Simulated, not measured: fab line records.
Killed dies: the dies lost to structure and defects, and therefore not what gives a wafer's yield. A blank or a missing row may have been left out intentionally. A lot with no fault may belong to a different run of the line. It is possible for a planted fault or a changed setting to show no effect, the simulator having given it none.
Struck lot and sound lot, side by side + flow n5-finfet + 45 out of 1938 route steps
Sound: wafers L959.1, L959.4, L959.6. Struck: wafer L950.6; the same lot's L950.4 was not struck, so it is left out; see the end for the cause.
Per side, at each step with rows, come the tool, then ch with its chambers, and then its first start. Under that, the readings that differ: sound wafers + struck wafers + difference of the means + sigmas: that difference in standard deviations of wafers without a fault.
alike: words and numbers the same on both sides, and readings whose means are apart by under 2 such deviations; not compared: readings that were withheld, readings missing a value for some wafer, numbers with overlapping values and no deviation given by the record, and bounds like >300 which may hide the same value.
The two part at a step that has a row with sigmas, a row that says differs or no value, or rows on one side only. Numbers that have no deviation but don't overlap get no sigmas and don't part them. A reading missing from all wafers of one side parts the sides only when that side holds two or more wafers.

first, 11 steps without rows for these wafers: N5_BEOL_M2_DESCUM_33 (chemistry O2, time 7 s); N5_BEOL_M2_ETCH_77 (etches underlayer in N2/H2, target depth 6.5 nm, time 5.2 s); N5_BEOL_M2_ETCH_69 (etches SiARC in CF4, target depth 15.6 nm, time 26 s); N5_BEOL_M2_ALD_98 (deposits SiO2, target thk 2.5 nm, pulse time 1 s, co reactant pulse time 1 s); N5_BEOL_M2_ETCHBACK_99 (etches SiO2 in CHF3, target depth 5 nm, time 10.4 s); N5_BEOL_M2_ETCH_70 (etches SOC in N2/H2, target depth 80 nm, overetch 24 nm, time 130 s); N5_BEOL_M2_STRIP_71 (strips in N2/H2); N5_BEOL_M2_STRIP_78 (strips in N2/H2); N5_BEOL_M2_VIA_ETCH_34 (etches the open film in C4F6/O2, target depth 69.4 nm, time 65.9 s); N5_BEOL_M2_STRIP_83 (strips in C4F6/O2); N5_BEOL_M2_STRIP_36 (strips in N2/H2).
N5_BEOL_M2_TRENCH_ETCH_37: etches SiOC in C4F6/O2, target depth 55.555 nm, time 29.2 s.
  sound on rie-diel-04 ch 1,2, day 10 15:58; struck on rie-diel-05 ch 2, day 8 16:25
| reading                                    | sound            | struck | difference | sigmas |
|--------------------------------------------|------------------|--------|------------|--------|
| model.BEOL_M2.feature-depth-nm (nm)        | 55.4 55.4 55.4   | 46.2   | -9.2       |        |
| model.etch.depth-nm (nm)                   | 55.46 55.4 55.37 | 46.2   | -9.2       |        |
| model.TiN_of_BEOL_M2_HM_DEP_02.thk-nm (nm) | 17.4 17.4 17.4   | 18.2   | +0.8       |        |
  alike: drypump-motor-current-A, oes-product-au, rf-vpp-V, showerhead-plenum-p-Torr, throttle-valve-pct
  not compared: rf-hours-counter-h
then, 2 steps without rows for these wafers: N5_BEOL_M2_ETCH_41 (etches SiCN in CH3F/O2, target depth 29.9 nm, time 52.5 s); N5_BEOL_M2_STRIP_97 (strips in N2/H2, time 10 s).
N5_BEOL_M2_OCD_MEAS_38:
  sound: ocd-01 at day 10 16:08; struck: ocd-01 at day 8 16:34
| reading              | sound          | struck | difference | sigmas |
|----------------------|----------------|--------|------------|--------|
| trench-depth-nm (nm) | 55.6 55.5 55.0 | 46.4   | -9.0       | -13    |
then, 25 steps without rows for these wafers: N5_BEOL_M2_HM_STRIP_39 (strips TiN in peroxide tin strip, target depth 25 nm, time 158 s); N5_BEOL_M2_SRD_40 (time 30 s); N5_BEOL_M2_PRECLEAN_42 (cleans in residue remover, time 60 s); N5_BEOL_M2_SRD_43 (time 30 s); N5_BEOL_M2_DEGAS_44 (time 60 s); N5_BEOL_M2_PRE_CLEAN_45 (time 30 s); N5_BEOL_M2_ALD_84 (deposits TaN, pulse time 2 s, purge time 3 s, co reactant purge time 2 s); N5_BEOL_M2_SURFACE_TREAT_85; N5_BEOL_M2_CVD_47 (deposits Co from CCTBA/H2, target thk 3 nm, time 223.8 s); N5_BEOL_M2_SPUTTER_48 (material Cu, target thk 4.5 nm, time 8.29 s); N5_BEOL_M2_ANNEAL_49 (time 240 s); N5_BEOL_M2_SPUTTER_79 (material Cu, target thk 4.5 nm, time 8.29 s); N5_BEOL_M2_ANNEAL_80 (time 240 s); N5_BEOL_M2_SPUTTER_81 (material Cu, target thk 4.5 nm, time 8.29 s); N5_BEOL_M2_ANNEAL_82 (time 240 s); N5_BEOL_M2_SPUTTER_86 (material Cu, target thk 4.5 nm, time 8.29 s); N5_BEOL_M2_ANNEAL_87 (time 240 s); N5_BEOL_M2_SPUTTER_88 (material Cu, target thk 4.5 nm, time 8.29 s); N5_BEOL_M2_ANNEAL_89 (time 240 s); N5_BEOL_M2_SPUTTER_90 (material Cu, target thk 4.5 nm, time 8.29 s); N5_BEOL_M2_ANNEAL_91 (time 240 s); N5_BEOL_M2_SPUTTER_92 (material Cu, target thk 4.5 nm, time 8.29 s); N5_BEOL_M2_ANNEAL_93 (time 240 s); N5_BEOL_M2_SPUTTER_94 (material Cu, target thk 4.5 nm, time 8.29 s); N5_BEOL_M2_ANNEAL_95 (time 240 s).
N5_BEOL_M2_CMP_52: polishes, stops on SiOC, t overpolish 6.8 s, target thk 40 nm.
  sound on cmp-02 ch 2,3, day 10 20:23; struck on cmp-02 ch 0, day 8 19:46
| reading                                | sound        | struck | difference | sigmas |
|----------------------------------------|--------------|--------|------------|--------|
| model.Cu_of_BEOL_M2_ECD_50.thk-nm (nm) | 41.2 40 40.6 | 31.8   | -8.8       |        |
  alike: barrier-field-endpoint-s, motor-current-A, overpolish-run-s, time-to-endpoint-s
N5_BEOL_M2_THK_MEAS_53: measures by xrf.
  sound: film-metro-02 at day 10 20:41; struck: film-metro-02 at day 8 20:02
| reading     | sound          | struck | difference | sigmas |
|-------------|----------------|--------|------------|--------|
| M2_THK (nm) | 41.1 40.0 40.6 | 31.6   | -9.0       | -8     |
N5_BEOL_M2_RS_MEAS_58: measurement is done with a four-point probe.
  sound: film-metro-02 at day 10 20:56; struck: film-metro-02 at day 8 20:17
| reading        | sound             | struck | difference | sigmas |
|----------------|-------------------|--------|------------|--------|
| M2_RS (ohm/sq) | 0.645 0.670 0.655 | 0.908  | +0.251     | +11    |
N5_BEOL_M4_RC_MEAS_101:
  sound on prober-01 ch 0, day 11 16:34; struck on prober-01 ch 0, day 9 20:12
| reading                   | sound       | struck | difference | sigmas |
|---------------------------|-------------|--------|------------|--------|
| SERP_M2 (ohm/um)          | 165 169 182 | 257    | +85        | +7     |
| SERP_M2_max_site (ohm/um) | 172 182 195 | 277    | +94        | +7     |
  alike: DIBL_N, DIBL_P, IOFF_N, IOFF_P, ION_N, ION_P, SS_N, SS_P, VT_N, VT_P
-- a jump in the record: the struck wafers' starts before and after are 4 days apart (it breaks off in module BEOL_M4 and resumes in module PASSIVATION, where the first step shown is number 1936 of the route) --
N5_PASSIVATION_PROBE_49:
  sound: prober-02 at day 15 22:29; struck: prober-01 at day 13 21:13
| reading         | sound   | struck | difference | sigmas |
|-----------------|---------|--------|------------|--------|
| killed_at_M4_up | 11 8 11 | 21     | +11        | +2     |
  alike: defect-limited-yield, killed_at_M0_to_M3, killed-at-contacts, killed-at-front-end, killed-at-other, killed-dies, killed-open, killed-short, sort_bin_5_function, sort_bin_6_memory, sort-n-pass
  not compared: sort_bin_8_speed

== WHERE THEY PART ==
Earliest at N5_BEOL_M2_OCD_MEAS_38; latest, in this record, at N5_PASSIVATION_PROBE_49.

WHY: the cause the simulator had injected
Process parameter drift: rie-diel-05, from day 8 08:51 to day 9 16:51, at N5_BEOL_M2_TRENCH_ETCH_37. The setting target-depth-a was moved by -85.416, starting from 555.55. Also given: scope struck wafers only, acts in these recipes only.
